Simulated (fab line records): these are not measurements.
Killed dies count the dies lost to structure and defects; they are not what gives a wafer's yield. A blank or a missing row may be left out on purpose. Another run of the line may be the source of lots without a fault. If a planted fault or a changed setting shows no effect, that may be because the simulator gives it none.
Chamber matching || flow nand harc || NHARC_A_STAIRCASE_DESCUM_219 on rie diel-12 has 4 sister chambers
The step chemistry O2, time 3 s. 14 wafers are shown with their chamber, then 7 later ones without.

WAFERS, EACH WITH ITS CHAMBER
{"wafer": "L074.2", "chamber": 1, "showerhead plenum p Torr (Torr)": 1.89, "drypump motor current A (A)": 6.0, "oes product au (a.u.)": 1.003}
{"wafer": "L074.4", "chamber": 3, "showerhead plenum p Torr (Torr)": 1.92, "drypump motor current A (A)": 5.7, "oes product au (a.u.)": 1.009}
{"wafer": "L074.5", "chamber": 2, "showerhead plenum p Torr (Torr)": 1.83, "drypump motor current A (A)": 5.1, "oes product au (a.u.)": 0.994}
{"wafer": "L079.1", "chamber": 1, "showerhead plenum p Torr (Torr)": 1.89, "drypump motor current A (A)": 6.0, "oes product au (a.u.)": 1.016}
{"wafer": "L079.5", "chamber": 2, "showerhead plenum p Torr (Torr)": 1.83, "drypump motor current A (A)": 5.2, "oes product au (a.u.)": 0.991}
{"wafer": "L079.6", "chamber": 1, "showerhead plenum p Torr (Torr)": 1.89, "drypump motor current A (A)": 5.9, "oes product au (a.u.)": 1.004}
{"wafer": "L085.3", "chamber": 0, "showerhead plenum p Torr (Torr)": 2.01, "drypump motor current A (A)": 6.2, "oes product au (a.u.)": 1.007}
{"wafer": "L085.4", "chamber": 2, "showerhead plenum p Torr (Torr)": 1.82, "drypump motor current A (A)": 5.2, "oes product au (a.u.)": 1.003}
{"wafer": "L085.5", "chamber": 1, "showerhead plenum p Torr (Torr)": 1.88, "drypump motor current A (A)": 5.9, "oes product au (a.u.)": 1.001}
{"wafer": "L087.2", "chamber": 3, "showerhead plenum p Torr (Torr)": 1.91, "drypump motor current A (A)": 5.8, "oes product au (a.u.)": 1.002}
{"wafer": "L087.5", "chamber": 2, "showerhead plenum p Torr (Torr)": 1.82, "drypump motor current A (A)": 5.1, "oes product au (a.u.)": 0.990}
{"wafer": "L087.6", "chamber": 3, "showerhead plenum p Torr (Torr)": 1.91, "drypump motor current A (A)": 5.8, "oes product au (a.u.)": 0.992}
{"wafer": "L090.1", "chamber": 0, "showerhead plenum p Torr (Torr)": 2.01, "drypump motor current A (A)": 6.1, "oes product au (a.u.)": 1.012}
{"wafer": "L090.2", "chamber": 3, "showerhead plenum p Torr (Torr)": 1.91, "drypump motor current A (A)": 5.7, "oes product au (a.u.)": 1.015}

SIGNATURES (means of the wafers above)
{"reading": "showerhead plenum p Torr", "chamber 0": 2.0100, "chamber 1": 1.8875, "chamber 2": 1.8250, "chamber 3": 1.9125, "scatter within a chamber": 0.005}
{"reading": "drypump motor current A", "chamber 0": 6.150, "chamber 1": 5.950, "chamber 2": 5.150, "chamber 3": 5.750, "scatter within a chamber": 0.0592}
{"reading": "oes product au", "chamber 0": 1.00950, "chamber 1": 1.00600, "chamber 2": 0.99450, "chamber 3": 1.00450, "scatter within a chamber": 0.00741}
Rule: a wafer's distance from a chamber is the root of the sum, over the readings, of the square of ((its reading less the chamber's mean) divided by the reading's scatter). If the next closest chamber is less than 2 further off than the closest, the wafer can't be placed; otherwise it belongs to the closest. The scatter: the root of (the sum of the squares of (reading less its chamber's mean) over the shown wafers, divided by (wafers less chambers)).

WAFERS WITHOUT THEIR CHAMBER
{"wafer": "L090.6", "showerhead plenum p Torr (Torr)": 1.88, "drypump motor current A (A)": 6.0, "oes product au (a.u.)": 1.003}
{"wafer": "L091.1", "showerhead plenum p Torr (Torr)": 1.88, "drypump motor current A (A)": 6.0, "oes product au (a.u.)": 1.009}
{"wafer": "L091.2", "showerhead plenum p Torr (Torr)": 1.82, "drypump motor current A (A)": 5.1, "oes product au (a.u.)": 0.996}
{"wafer": "L091.5", "showerhead plenum p Torr (Torr)": 1.82, "drypump motor current A (A)": 5.2, "oes product au (a.u.)": 0.985}
{"wafer": "L095.1", "showerhead plenum p Torr (Torr)": 1.90, "drypump motor current A (A)": 5.7, "oes product au (a.u.)": 0.990}
{"wafer": "L095.4", "showerhead plenum p Torr (Torr)": 1.82, "drypump motor current A (A)": 5.2, "oes product au (a.u.)": 0.999}
{"wafer": "L095.5", "showerhead plenum p Torr (Torr)": 2.00, "drypump motor current A (A)": 6.1, "oes product au (a.u.)": 0.999}

EACH ONE'S CHAMBER
{"wafer": "L090.6", "from the rows above": 1, "in truth": 1}
{"wafer": "L091.1", "from the rows above": 1, "in truth": 1}
{"wafer": "L091.2", "from the rows above": 2, "in truth": 2}
{"wafer": "L091.5", "from the rows above": 2, "in truth": 2}
{"wafer": "L095.1", "from the rows above": 3, "in truth": 3}
{"wafer": "L095.4", "from the rows above": 2, "in truth": 2}
{"wafer": "L095.5", "from the rows above": 0, "in truth": 0}
Correct placement for 7 of the 7. Left unplaced by these rows: 0. Wrongly placed: 0.
